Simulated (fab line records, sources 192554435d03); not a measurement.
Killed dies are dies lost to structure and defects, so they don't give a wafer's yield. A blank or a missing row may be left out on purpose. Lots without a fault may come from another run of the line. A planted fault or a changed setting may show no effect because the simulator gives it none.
One fault seen from 2 desks | flow n5_finfet | each desk has only its own numbers; what lay behind them comes last

THE TOOL OWNER'S DESK: pecvd-02
The tool's own readings at N5_BEOL_M14_ILD_DEP_00 (deposits SiO2 from TEOS/O2, target thk 1119.3 nm, time 237.4 s): means of the sampled wafers that have a number, for each lot that ran on this tool. A lot is out of limits, marked OUT, if its mean lies more than 4 standard deviations from the usual mean; the brackets give that distance.
Columns: A = heater_power_w at N5_BEOL_M14_ILD_DEP_00, usual 583 W; B = run_length_s at N5_BEOL_M14_ILD_DEP_00, usual 280.3 s; C = showerhead_plenum_p_Torr at N5_BEOL_M14_ILD_DEP_00, usual 8.35 Torr; D = throttle_valve_pct at N5_BEOL_M14_ILD_DEP_00, usual 18.4 %
lot  | first seen here | A   | B               | C    | D
L268 | day 11 08:29    | 639 | 280.1           | 8.35 | 18.5
L273 | day 12 17:14    | 568 | 280.4           | 8.34 | 18.3
L282 | day 16 07:40    | 585 | 273.2 (-13) OUT | 8.34 | 18.7
This desk's finding: out of limits on L282; first on L282, day 16 07:40 (run_length_s at N5_BEOL_M14_ILD_DEP_00). In limits: L268, L273.

THE METROLOGY DESK
What the gauges read, lot by lot, whatever tool the lot ran on: means of the sampled wafers that have a number. A lot is out of limits, marked OUT, if its mean lies more than 4 standard deviations from the usual mean; the brackets give that distance.
Columns: A = trench_depth_nm at N5_BEOL_M13_OCD_MEAS_35, usual 410 nm; B = M14_ILD_THK at N5_BEOL_M14_THK_MEAS_01, usual 1125 nm
lot  | first seen here | A   | B
L268 | day 11 05:45    | 414 | 1118
L270 | day 11 10:38    | 411 | 1128
L271 | day 11 18:08    | 410 | 1128
L273 | day 12 15:29    | 417 | 1132
L285 | day 16 01:21    | 411 | 1117
L282 | day 16 01:34    | 404 | 1094
L288 | day 16 10:25    | 407 | 1110
L290 | day 17 01:42    | 415 | 1119
L287 | day 17 02:01    | 410 | 1125
L286 | day 17 02:49    | 406 | 1126
This desk's finding: nothing out of limits on any of the 10 lots.

PUT TOGETHER
The tool owner's desk could have raised an alarm at day 16 07:40, on L282.
The metrology desk saw nothing out of limits.
The metrology desk has L282 on record, within its limits.
Of the lots named, all ran N5_BEOL_M14_ILD_DEP_00 on pecvd-02.

WHAT THE SIMULATOR HAD PUT IN
Process parameter drift: pecvd-02, from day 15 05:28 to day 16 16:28, at N5_BEOL_M14_ILD_DEP_00. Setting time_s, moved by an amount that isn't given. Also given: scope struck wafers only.
Lots struck among those shown: L282.
Hours from the fault's start to each desk's first reading out of limits: the tool owner's desk, 26.
